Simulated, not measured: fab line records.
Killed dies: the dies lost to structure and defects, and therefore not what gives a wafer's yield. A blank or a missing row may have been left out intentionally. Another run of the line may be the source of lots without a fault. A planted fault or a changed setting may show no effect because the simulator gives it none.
Matching of chambers ; flow n5 finfet ; 3 sister chambers for N5_BEOL_M6_DEP_56 on pecvd-04
The step deposits SiCN from 3MS/NH3, target thk 10 nm, time 17.5 s. 22 wafers are shown with their chamber, then 11 later ones without.

## WAFERS, EACH WITH ITS CHAMBER
wafer;chamber;throttle valve pct (%);showerhead plenum p Torr (Torr)
L077.2;1;9.6;3.639
L077.4;0;8.6;3.655
L077.6;1;9.6;3.623
L078.4;2;9.8;3.660
L078.5;0;9.3;3.648
L078.6;1;9.5;3.639
L080.2;2;9.8;3.656
L080.3;0;9.1;3.658
L080.6;2;9.9;3.664
L081.1;2;9.9;3.657
L081.4;0;9.0;3.661
L081.5;2;9.8;3.650
L083.1;2;9.8;3.653
L083.3;0;9.1;3.653
L083.4;0;9.1;3.653
L086.2;2;10.1;3.660
L086.4;1;9.4;3.623
L086.5;2;10.3;3.659
L088.4;0;8.9;3.654
L088.5;2;10.0;3.652
L088.6;1;9.4;3.625
L092.2;2;10.3;3.659

SIGNATURES, as means of the wafers listed above
reading;chamber 0;chamber 1;chamber 2;scatter within a chamber
throttle valve pct;9.014;9.500;9.970;0.191
showerhead plenum p Torr;3.65457;3.62980;3.65700;0.00539
Rule: for each reading, subtract the chamber's mean from the wafer's reading, divide by that reading's scatter and square the result; add these up over the readings and take the root, which gives the wafer's distance from the chamber. If the next closest chamber is less than 2 further off than the closest, the wafer can't be placed; otherwise it belongs to the closest. The scatter is the square root of a quotient: the sum, over the shown wafers, of each reading's squared deviation from its chamber's mean, divided by wafers minus chambers.

## WAFERS WITH NO CHAMBER GIVEN
wafer;throttle valve pct (%);showerhead plenum p Torr (Torr)
L092.4;9.2;3.626
L092.5;10.1;3.651
L093.2;9.0;3.667
L093.3;10.1;3.654
L093.6;9.6;3.638
L095.2;9.1;3.654
L095.4;9.4;3.625
L095.5;10.2;3.658
L097.3;8.9;3.645
L097.4;10.0;3.655
L097.6;9.5;3.634

## EACH ONE'S CHAMBER
wafer;from the rows above;in truth
L092.4;1;1
L092.5;2;2
L093.2;0;0
L093.3;2;2
L093.6;1;1
L095.2;0;0
L095.4;1;1
L095.5;2;2
L097.3;0;0
L097.4;2;2
L097.6;1;1
Placed correctly: 11 of 11. Not placeable from these rows: 0. Wrongly placed: 0.
